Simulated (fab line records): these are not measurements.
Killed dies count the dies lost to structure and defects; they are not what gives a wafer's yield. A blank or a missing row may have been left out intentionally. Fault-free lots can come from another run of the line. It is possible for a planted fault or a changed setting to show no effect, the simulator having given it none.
fab line records -- flow nand-harc
record: lots: 7, wafers: 18, last-day: 32
route steps=1302 shown A_DECK1_JOINT@533 A_ONON_D2@545
lots with no fault: from the same line, run without faults
start-h: hours from the record's opening day to when the first of the lot's shown wafers began -- wait-h: hours elapsed since this lot's preceding step -- " same as the row above -- L1.1+2: several wafers, shown together as one row -- - no value, or no start given -- * or withheld: withheld -- < > ~ a bound
route shown NAME@n: a module of which the file shows steps, and the number in the route of the first -- usual: average and standard deviation across the fault-free wafers -- same: alike in all rows -- chamber/n: place in a boat -- sites: per-site readings -- _std_site: the values' standard deviation -- _edge_site: outer sites' mean less inner sites' -- radius-mm: for every site, how far away it sits from the centre of the wafer -- mask NAME#n: copy n -- behind: the most recent tool/chamber to have shaped the wafer -- hold: cause of the lot's hold/its duration in hours/its outcome -- device: whichever transistor did not switch (one of n, p or np) -- end of line: the tests these same wafers got at the end of their route -- a step with no rows: only its recipe -- killed: not the wafer's yield, but the dies lost to structure and defects at the first sort -- map: dies across one wafer; x = killed, . = not, _ = none there
set.NAME: the setting that was run; set.NAME@STEP: the one run at that earlier step -- model.NAME: the simulator's own value behind a step, which no gauge read
lots at some steps of the route; a table a step, a row a wafer
services: when a tool's chamber went out of use (start-h, in hours from the record's first day, below 0 if earlier), for how many hours, and the reason
== steps ==
step: NHARC_A_DECK1_JOINT_CVD_34
recipe: target-thk-a: 200, temp-c: 700, pressure-mtorr: 300, material: SiNx
step: NHARC_A_DECK1_JOINT_DEP_06
recipe: target-thk-a: 800, temp-c: 65, material: SiOx
step: NHARC_A_DECK1_JOINT_CURE_26
recipe: temp-c: 150, time-s: 32, pressure-atm: 0.395
step: NHARC_A_DECK1_JOINT_ANNEAL_27
recipe: temp-c: 400, time-s: 3600, idle-temp-c: 300, ramp-up-c-per-min: 10, densification-p-h2o-torr: 640
step: NHARC_A_DECK1_JOINT_ANNEAL_28
recipe: temp-c: 500, time-s: 1800, idle-temp-c: 400, ramp-up-c-per-min: 10, densification-p-h2o-torr: 640
step: NHARC_A_DECK1_JOINT_ANNEAL_29
recipe: temp-c: 750, time-s: 1800, idle-temp-c: 500, ramp-up-c-per-min: 10, ramp-down-c-per-min: 3
step: NHARC_A_DECK1_JOINT_CMP_02
recipe: material: SiOx
usual: motor-current-A: 12.1/1.3, retaining-ring-pressure-frac: 1.000/0.005
lot.wafer,tool,chamber,start-h,wait-h,motor-current-A,retaining-ring-pressure-frac
L688.3,cmp-01,3,298.19,0.4,14.0,0.999
L688.6,cmp-01,1,298.19,0.4,13.8,1.000
L690.3,cmp-01,2,313.95,0.4,13.4,1.001
L690.4,cmp-01,3,313.95,0.4,13.6,1.008
L690.2,cmp-01,0,313.95,0.4,9.9,1.005
L691.3,cmp-02,3,318.48,0.4,12.4,1.000
L691.4,cmp-02,1,318.48,0.4,11.4,0.998
L692.3,cmp-01,0,332.28,0.4,11.3,1.000
L692.6,cmp-01,1,332.28,0.4,14.6,1.003
L698.1,cmp-02,2,391.09,0.4,13.6,0.995
L698.2,cmp-02,0,391.09,0.4,10.1,1.000
L698.4,cmp-02,1,391.09,0.4,11.7,0.996
L705.3,cmp-02,3,466.64,0.4,12.5,0.994
L705.4,cmp-02,0,466.64,0.4,10.6,1.002
L705.5,cmp-02,1,466.64,0.4,11.2,1.002
L706.1,cmp-01,0,474.47,0.4,10.1,1.004
L706.4,cmp-01,2,474.47,0.4,14.3,1.001
L706.5,cmp-01,0,474.47,0.4,10.8,0.998
step: NHARC_A_DECK1_JOINT_SRD_15
step: NHARC_A_DECK1_JOINT_DEP_16
recipe: target-thk-a: 450, temp-c: 400, pressure-torr: 6.5, rf-w: 900, teos-flow-sccm: 161.4, flow-sccm: 2650, target-thk-nm: 45, gas: O2, material: SiO2
usual: chamber-pressure-Torr: 6.500/0.015, heater-power-w: 583/120, rf-fwd-power-W: 895.6/2.8, throttle-valve-pct: 15.6/0.34
lot.wafer,tool,chamber,start-h,wait-h,chamber-pressure-Torr,heater-power-w,rf-fwd-power-W,throttle-valve-pct
L688.3,pecvd-04,2,298.59,0.1,6.501,621,900.1,15.1
L688.6,pecvd-04,2,298.59,0.1,6.516,639,897.9,15.3
L690.2,pecvd-04,1,314.34,0.1,6.497,580,894.7,16.0
L690.3,pecvd-04,2,314.34,0.1,6.514,516,895.5,15.2
L690.4,pecvd-04,2,314.34,0.1,6.507,513,892.0,15.3
L691.3,pecvd-04,2,318.90,0.1,6.506,617,898.0,15.1
L691.4,pecvd-04,0,318.90,0.1,6.515,724,892.3,15.5
L692.3,pecvd-01,0,332.59,0.1,6.525,571,889.2,15.7
L692.6,pecvd-01,1,332.59,0.1,6.499,700,893.2,15.2
L698.2,pecvd-02,0,391.47,0.1,6.514,451,893.0,15.8
L698.1,pecvd-02,1,391.47,0.1,6.523,795,898.7,15.5
L698.4,pecvd-02,2,391.47,0.1,6.484,516,899.2,15.8
L705.3,pecvd-01,1,467.00,0.1,6.500,688,893.7,15.5
L705.4,pecvd-01,0,467.00,0.1,6.479,587,897.3,16.0
L705.5,pecvd-01,2,467.00,0.1,6.512,423,897.9,15.5
L706.1,pecvd-02,1,474.88,0.1,6.487,699,895.3,15.8
L706.5,pecvd-02,1,474.88,0.1,6.502,712,898.2,16.3
L706.4,pecvd-02,2,474.88,0.1,6.507,452,901.8,15.1
step: NHARC_A_DECK1_JOINT_THK_MEAS_17
recipe: thk-meas-gauge: ellipsometry
usual: thk-nm: 45.2/1.2
lot.wafer,tool,chamber,start-h,wait-h,thk-nm
L688.3,film-metro-02,-,298.81,0.2,44.7
L688.6,film-metro-02,-,298.81,0.2,44.7
L690.2,film-metro-02,-,314.63,0.3,46.8
L690.3,film-metro-02,-,314.63,0.3,44.8
L690.4,film-metro-02,-,314.63,0.3,46.0
L691.3,film-metro-01,-,319.15,0.2,44.9
L691.4,film-metro-01,-,319.15,0.2,45.9
L692.3,film-metro-02,-,332.88,0.3,45.4
L692.6,film-metro-02,-,332.88,0.3,43.7
L698.1,film-metro-01,-,391.75,0.2,43.8
L698.2,film-metro-01,-,391.75,0.2,43.9
L698.4,film-metro-01,-,391.75,0.2,46.0
L705.3,film-metro-02,-,467.26,0.2,46.4
L705.4,film-metro-02,-,467.26,0.2,47.0
L705.5,film-metro-02,-,467.26,0.2,46.2
L706.1,film-metro-01,-,475.16,0.3,45.5
L706.4,film-metro-01,-,475.16,0.3,45.2
L706.5,film-metro-01,-,475.16,0.3,45.0
step: NHARC_A_DECK1_JOINT_INSPECT_05
usual: raw-defect-count: 329/120
lot.wafer,tool,chamber,start-h,wait-h,raw-defect-count
L688.3,defect-inspect-02,-,298.85,0.0,244
L688.6,defect-inspect-02,-,298.85,0.0,197
L690.2,defect-inspect-02,-,314.66,0.0,252
L690.3,defect-inspect-02,-,314.66,0.0,145
L690.4,defect-inspect-02,-,314.66,0.0,169
L691.3,defect-inspect-01,-,319.19,0.0,519
L691.4,defect-inspect-01,-,319.19,0.0,528
L692.3,defect-inspect-02,-,332.91,0.0,136
L692.6,defect-inspect-02,-,332.91,0.0,513
L698.1,defect-inspect-02,-,391.78,0.0,517
L698.2,defect-inspect-02,-,391.78,0.0,251
L698.4,defect-inspect-02,-,391.78,0.0,381
L705.3,defect-inspect-01,-,467.29,0.0,344
L705.4,defect-inspect-01,-,467.29,0.0,262
L705.5,defect-inspect-01,-,467.29,0.0,506
L706.1,defect-inspect-02,-,475.20,0.0,280
L706.4,defect-inspect-02,-,475.20,0.0,308
L706.5,defect-inspect-02,-,475.20,0.0,174
step: NHARC_A_ONON_D2_DEP_00
recipe: target-thk-a: 10000, n2-flow-sccm: 2750, n2o-flow-sccm: 2000, nh3-flow-sccm: 500, sih4-flow-sccm: 210, temp-c: 400
lot.wafer,tool,chamber,start-h,wait-h
L688.3+6,pecvd-onon-02,0,299.03,0.2
L690.2+3+4,pecvd-onon-03,0,314.78,0.1
L691.3+4,pecvd-onon-02,0,319.37,0.2
L692.3+6,pecvd-onon-02,0,333.09,0.2
L698.1+2+4,pecvd-onon-02,0,391.85,0.1
L705.3+4+5,pecvd-onon-02,0,467.47,0.2
L706.1+4+5,pecvd-onon-04,0,475.26,0.1
step: NHARC_A_ONON_D2_THK_MEAS_02
recipe: thk-meas-gauge: ellipsometry
usual: thk-nm: 1005/12
lot.wafer,tool,chamber,start-h,wait-h,thk-nm
L688.3,film-metro-02,-,299.42,-,607
L688.6,film-metro-02,-,299.42,-,1033
L690.2,film-metro-01,-,315.24,-,1004
L690.3,film-metro-01,-,315.24,-,1004
L690.4,film-metro-01,-,315.24,-,1006
L691.3,film-metro-02,-,319.77,-,569
L691.4,film-metro-02,-,319.77,-,993
L692.3,film-metro-02,-,333.49,-,580
L692.6,film-metro-02,-,333.49,-,1006
L698.1,film-metro-01,-,392.36,-,996
L698.2,film-metro-01,-,392.36,-,998
L698.4,film-metro-01,-,392.36,-,998
L705.3,film-metro-01,-,467.86,-,1011
L705.4,film-metro-01,-,467.86,-,1009
L705.5,film-metro-01,-,467.86,-,1010
L706.1,film-metro-02,-,475.77,-,987
L706.4,film-metro-02,-,475.77,-,985
L706.5,film-metro-02,-,475.77,-,985
step: NHARC_A_ONON_D2_DEP_03
recipe: target-thk-a: 10000, n2-flow-sccm: 2750, n2o-flow-sccm: 2000, nh3-flow-sccm: 500, sih4-flow-sccm: 210, temp-c: 400
== services ==
tool,chamber,start-h,hours,kind
pecvd-04,0,282.40,-,clean
cmp-01,-,283.50,4.0,pm
cmp-01,-,287.50,-,consumable-replace:conditioner
cmp-01,-,287.50,-,consumable-replace:pad
cmp-01,-,302.01,3.2,repair
pecvd-onon-04,-,311.00,13.0,pm
pecvd-01,-,311.15,13.0,pm
pecvd-01,-,329.37,1.4,repair
cmp-02,-,331.74,4.0,pm
pecvd-04,1,351.39,2.8,repair
pecvd-onon-02,-,366.00,13.0,pm
cmp-02,-,374.08,2.7,repair
pecvd-01,0,379.19,1.7,repair
cmp-01,-,381.50,4.0,pm
cmp-01,-,385.50,-,consumable-replace:conditioner
cmp-01,-,385.50,-,consumable-replace:pad
pecvd-onon-03,-,408.08,13.0,pm
pecvd-02,-,408.31,13.0,pm
cmp-02,-,412.05,0.5,repair
pecvd-04,1,413.22,5.2,repair
cmp-02,-,429.74,4.0,pm
cmp-02,-,433.74,-,consumable-replace:conditioner
cmp-02,-,433.74,-,consumable-replace:pad
pecvd-04,-,450.40,13.0,pm
== key ==
first-sign: step: NHARC_A_ONON_D2_THK_MEAS_02, reading: thk-nm, direction: down, sigmas: 36, usual: 1005, struck: 585
effect none on later readings
met-at NHARC_A_ONON_D2_DEP_00
struck-wafers L688.3,L691.3,L692.3
later-rows-left-out L688.3,L691.3,L692.3
sort-left-out L688.3,L691.3,L692.3
tester-left-out L688,L691,L692
fault: kind: process-parameter-drift, tool: pecvd-onon-02, chamber: -, onset-h: 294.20, steps: NHARC_A_ONON_D2_DEP_00, channel: target-thk-a, offset: *, shape: step, end-h: 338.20, scope: struck-wafers-only, acts-in: *, stated: *
tester-left-out: of these lots the tester's yield and bins aren't shown, on N5 and GAA mostly nor the transistor test; their killed dies are dies lost to structure and defects alone, not to doping, threshold or leakage, so they don't give the yield
sort-left-out: the simulated sort isn't trusted on such a fault, so these wafers' sort isn't shown, and their yield isn't known
later-rows-left-out: the simulator's readings of these wafers behind a module that went badly wrong aren't trusted and aren't shown, but for the sort
